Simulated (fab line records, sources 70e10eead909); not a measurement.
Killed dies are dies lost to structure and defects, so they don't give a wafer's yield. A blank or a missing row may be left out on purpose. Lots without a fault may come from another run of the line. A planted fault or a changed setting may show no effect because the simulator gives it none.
Which tool did it? | flow nand_harc | 13 lots, 39 wafers sampled, at 6 steps of a route of 1159

WHAT THE GAUGES READ, wafer by wafer
NHARC_P_GATE_CD_MEAS_59: target cd 720 nm.
lot  | measured     | on        | cd_nm (nm)
L488 | day 4 23:37  | cd_sem-03 | 722.0 717.9 719.3
L489 | day 5 08:50  | cd_sem-01 | 718.6 719.7 718.9
L491 | day 6 00:56  | cd_sem-01 | 777.6 777.6 783.4
L501 | day 8 12:36  | cd_sem-01 | 726.0 721.2 718.1
L500 | day 8 13:14  | cd_sem-01 | 715.6 718.1 720.0
L502 | day 9 03:17  | cd_sem-02 | 721.3 716.2 724.1
L506 | day 9 18:03  | cd_sem-03 | 716.9 718.4 720.5
L505 | day 9 18:44  | cd_sem-03 | 722.7 721.8 720.4
L508 | day 10 01:12 | cd_sem-03 | 719.3 717.8 720.4
L507 | day 10 01:34 | cd_sem-03 | 719.6 717.6 718.5
L509 | day 10 13:54 | cd_sem-01 | 720.0 721.9 725.1
L510 | day 10 19:10 | cd_sem-02 | 718.2 716.7 716.8
L511 | day 11 04:47 | cd_sem-01 | 720.2 723.2 721.0

NHARC_END_SORT_01.
lot  | measured     | on        | killed_at_array | killed_at_other | killed_at_periphery | killed_dies | killed_open | killed_short
L488 | day 19 13:30 | prober-02 | 22 11 23        | 0 0 1           | 5 5 4               | 27 16 28    | 4 3 6       | 2 1 2
L489 | day 19 03:10 | prober-02 | 32 37 29        | 3 0 0           | 3 2 0               | 38 39 29    | 4 2 0       | 3 4 0
L491 | day 19 13:31 | prober-01 | 21 26           | 0 0             | 8 3                 | 29 29       | 2 4         | 4 5
L502 | day 23 21:31 | prober-02 | 40 35 27        | 0 1 0           | 4 4 5               | 44 40 32    | 5 5 5       | 2 2 1
L505 | day 24 15:56 | prober-02 | 28 25 38        | 0 1 2           | 3 4 3               | 31 30 43    | 4 7 8       | 2 3 6
L507 | day 24 22:21 | prober-01 | 20 8 15         | 0 1 1           | 5 1 0               | 25 10 16    | 4 2 2       | 2 0 2
L509 | day 25 07:47 | prober-01 | 45 46 45        | 0 4 0           | 5 2 5               | 50 52 50    | 3 1 5       | 1 2 1
L510 | day 25 05:05 | prober-02 | 39 31 35        | 0 0 0           | 9 2 2               | 48 33 37    | 7 4 6       | 4 1 2

WHICH TOOL RAN EACH LOT (tool, then ch and the chambers of the sampled wafers, then the start)
lot  | NHARC_P_GATE_EXPOSE_56            | NHARC_P_GATE_STRIP_112               | NHARC_P_GATE_STRIP_76                | NHARC_P_GATE_STRIP_113
L488 | krf_scanner-02 ch 0, day 4 23:28  | plasma_asher-02 ch 0,1, day 5 00:11  | plasma_asher-02 ch 0,1, day 5 00:25  | plasma_asher-02 ch 0,1, day 5 01:51
L489 | krf_scanner-03 ch 0, day 5 08:41  | plasma_asher-02 ch 0,1, day 5 09:30  | plasma_asher-02 ch 0,1, day 5 09:46  | plasma_asher-02 ch 0,1, day 5 11:12
L491 | krf_scanner-03 ch 0, day 6 00:47  | plasma_asher-01 ch 0,1, day 6 01:31  | plasma_asher-01 ch 0,1, day 6 01:46  | plasma_asher-02 ch 0,1, day 6 03:15
L501 | krf_scanner-03 ch 0, day 8 12:26  | plasma_asher-02 ch 0,1, day 8 14:25  | plasma_asher-02 ch 0,1, day 8 14:41  | plasma_asher-02 ch 0,1, day 9 00:41
L500 | krf_scanner-01 ch 0, day 8 13:05  | plasma_asher-02 ch 0,1, day 9 00:02  | plasma_asher-02 ch 0,1, day 9 00:17  | plasma_asher-02 ch 0,1, day 9 03:06
L502 | krf_scanner-02 ch 0, day 9 03:07  | plasma_asher-02 ch 0,1, day 9 05:29  | plasma_asher-02 ch 0,1, day 9 05:45  | plasma_asher-02 ch 0,1, day 9 07:14
L506 | krf_scanner-03 ch 0, day 9 17:53  | plasma_asher-02 ch 0,1, day 9 19:08  | plasma_asher-02 ch 0,1, day 9 19:21  | plasma_asher-02 ch 0,1, day 9 21:09
L505 | krf_scanner-03 ch 0, day 9 18:35  | plasma_asher-02 ch 0,1, day 9 19:32  | plasma_asher-02 ch 0,1, day 9 19:42  | plasma_asher-02 ch 0,1, day 9 22:26
L508 | krf_scanner-03 ch 0, day 10 01:02 | plasma_asher-02 ch 1, day 10 01:44   | plasma_asher-02 ch 1, day 10 02:00   | plasma_asher-02 ch 0,1, day 10 03:35
L507 | krf_scanner-03 ch 0, day 10 01:25 | plasma_asher-02 ch 0,1, day 10 02:10 | plasma_asher-02 ch 0,1, day 10 02:23 | plasma_asher-02 ch 0,1, day 10 04:22
L509 | krf_scanner-01 ch 0, day 10 13:45 | plasma_asher-02 ch 0,1, day 10 14:37 | plasma_asher-02 ch 0,1, day 10 14:49 | plasma_asher-02 ch 0,1, day 10 16:46
L510 | krf_scanner-01 ch 0, day 10 19:00 | plasma_asher-02 ch 0,1, day 10 19:44 | plasma_asher-02 ch 0,1, day 10 19:59 | plasma_asher-01 ch 0,1, day 10 21:29
L511 | krf_scanner-03 ch 0, day 11 04:38 | plasma_asher-02 ch 0,1, day 11 05:25 | plasma_asher-02 ch 0,1, day 11 05:38 | plasma_asher-02 ch 0,1, day 11 06:57
- NHARC_P_GATE_EXPOSE_56: exposes mask P PSD, target cd 720 nm.
- NHARC_P_GATE_STRIP_112: strips in N2/H2, time 200 s.
- NHARC_P_GATE_STRIP_76: strips in O2.
- NHARC_P_GATE_STRIP_113: strips in N2/H2, time 740 s.

WHAT THE TOOLS THEMSELVES READ (means of the sampled wafers that have a number; where no wafer has one, the mark that the record gives instead)
NHARC_P_GATE_STRIP_112.
lot  | tool            | drypump_motor_current_A (A) | heater_power_w (W)
L488 | plasma_asher-02 | 5.8                         | 96
L489 | plasma_asher-02 | 6.1                         | 96
L491 | plasma_asher-01 | 5.8                         | 90
L501 | plasma_asher-02 | 6.1                         | 97
L500 | plasma_asher-02 | 5.8                         | 102
L502 | plasma_asher-02 | 5.8                         | 102
L506 | plasma_asher-02 | 5.8                         | 103
L505 | plasma_asher-02 | 6.1                         | 99
L508 | plasma_asher-02 | 6.4                         | 99
L507 | plasma_asher-02 | 6.1                         | 100
L509 | plasma_asher-02 | 6.1                         | 101
L510 | plasma_asher-02 | 5.8                         | 103
L511 | plasma_asher-02 | 6.1                         | 100

NHARC_P_GATE_STRIP_76.
lot  | tool            | drypump_motor_current_A (A) | heater_power_w (W)
L488 | plasma_asher-02 | 5.8                         | 361
L489 | plasma_asher-02 | 6.1                         | 366
L491 | plasma_asher-01 | 5.9                         | 340
L501 | plasma_asher-02 | 6.1                         | 364
L500 | plasma_asher-02 | 5.8                         | 378
L502 | plasma_asher-02 | 5.8                         | 385
L506 | plasma_asher-02 | 5.8                         | 387
L505 | plasma_asher-02 | 6.1                         | 381
L508 | plasma_asher-02 | 6.4                         | 370
L507 | plasma_asher-02 | 6.1                         | 373
L509 | plasma_asher-02 | 6.1                         | 376
L510 | plasma_asher-02 | 5.8                         | 374
L511 | plasma_asher-02 | 6.1                         | 376

NHARC_P_GATE_STRIP_113.
lot  | tool            | drypump_motor_current_A (A) | heater_power_w (W)
L488 | plasma_asher-02 | 6.1                         | 96
L489 | plasma_asher-02 | 6.1                         | 97
L491 | plasma_asher-02 | 6.1                         | 97
L501 | plasma_asher-02 | 6.1                         | 100
L500 | plasma_asher-02 | 5.9                         | 103
L502 | plasma_asher-02 | 5.8                         | 103
L506 | plasma_asher-02 | 5.9                         | 101
L505 | plasma_asher-02 | 6.1                         | 101
L508 | plasma_asher-02 | 5.8                         | 102
L507 | plasma_asher-02 | 5.8                         | 103
L509 | plasma_asher-02 | 5.8                         | 103
L510 | plasma_asher-01 | 5.5                         | 87
L511 | plasma_asher-02 | 6.1                         | 101

THE ANSWER, worked out from the rows above alone
Rule: what is usual is taken from the lots themselves. Put in order of their means at a reading, lots are off if they are a third of the lots or fewer, leave a main group of 4 or more, and stand apart from it by a gap of 3 or more times the standard deviation of the main group's means; of several such gaps the widest counts. A main group whose means are all the same, to the digits that the tables above print for the reading, isn't used. A lot without any number at a reading at which 4 lots or more have one is off too. The other lots that the step has rows for count as sound. The gauges are gone through in route order, then the tools' own readings, and for those a lot's mean is taken as printed above. The first step at which some lot is off is used, and at that step the reading that is off furthest; a lot without a number counts as furthest.
Off: L491, at NHARC_P_GATE_CD_MEAS_59 (cd_nm). The main group: mean 719.8 nm, standard deviation 1.6.
A tool fits if, at a process step before that reading, it ran every lot that is off, and no sound lot after the first of them. The gauges at NHARC_P_GATE_CD_MEAS_59 aren't tried: what is off there is off at NHARC_END_SORT_01 too, on other tools, and a gauge's error can't cause that. None of those tried fits.

WHAT THE SIMULATOR HAD PUT IN
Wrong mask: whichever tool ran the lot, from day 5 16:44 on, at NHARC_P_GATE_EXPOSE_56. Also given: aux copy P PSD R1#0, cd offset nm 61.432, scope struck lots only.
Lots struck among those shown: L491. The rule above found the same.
